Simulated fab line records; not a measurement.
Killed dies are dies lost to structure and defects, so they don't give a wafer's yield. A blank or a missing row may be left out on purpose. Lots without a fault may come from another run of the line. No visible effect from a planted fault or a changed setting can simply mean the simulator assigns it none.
Matching of chambers ; flow nand-harc ; NHARC_A_STAIRCASE_DEP_325 on pecvd-01 has 3 sister chambers
The step deposits SiO2, target thk 7200 nm. 3 wafers are shown with their chamber, then 7 later ones without.

## WAFERS PAIRED WITH THEIR CHAMBERS
wafer;chamber;heater-power-w (W)
L088.6;2;649
L090.2;0;586
L090.4;1;633

## WAFERS WITH NO CHAMBER GIVEN
wafer;heater-power-w (W)
L090.6;502
L091.1;812
L091.2;530
L091.4;641
L097.2;526
L097.4;628
L097.6;510

## THE CHAMBER EACH PASSED THROUGH
wafer;from the rows above;in truth
L090.6;can't be placed: 0 or 1 or 2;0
L091.1;can't be placed: 2 or 1 or 0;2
L091.2;can't be placed: 0 or 1 or 2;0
L091.4;can't be placed: 1 or 2 or 0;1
L097.2;can't be placed: 0 or 1 or 2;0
L097.4;can't be placed: 1 or 2 or 0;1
L097.6;can't be placed: 0 or 1 or 2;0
0 of 7 placed correctly. Cannot be placed on the basis of these rows: 7; the candidates contain the true chamber in 7. Number placed wrongly: 0.
How it was worked out, from the rows above alone: a wafer's distance from a chamber is the root of the sum, over the readings, of the square of ((its reading less the chamber's mean) divided by the reading's scatter). The wafer belongs to the nearest chamber; if the next one is less than 2 further off, it can't be placed. The mean given for a chamber averages the wafers shown for that chamber. The scatter: root of mean squared gap, hidden wafer to nearest shown wafer, with one shown wafer a chamber.
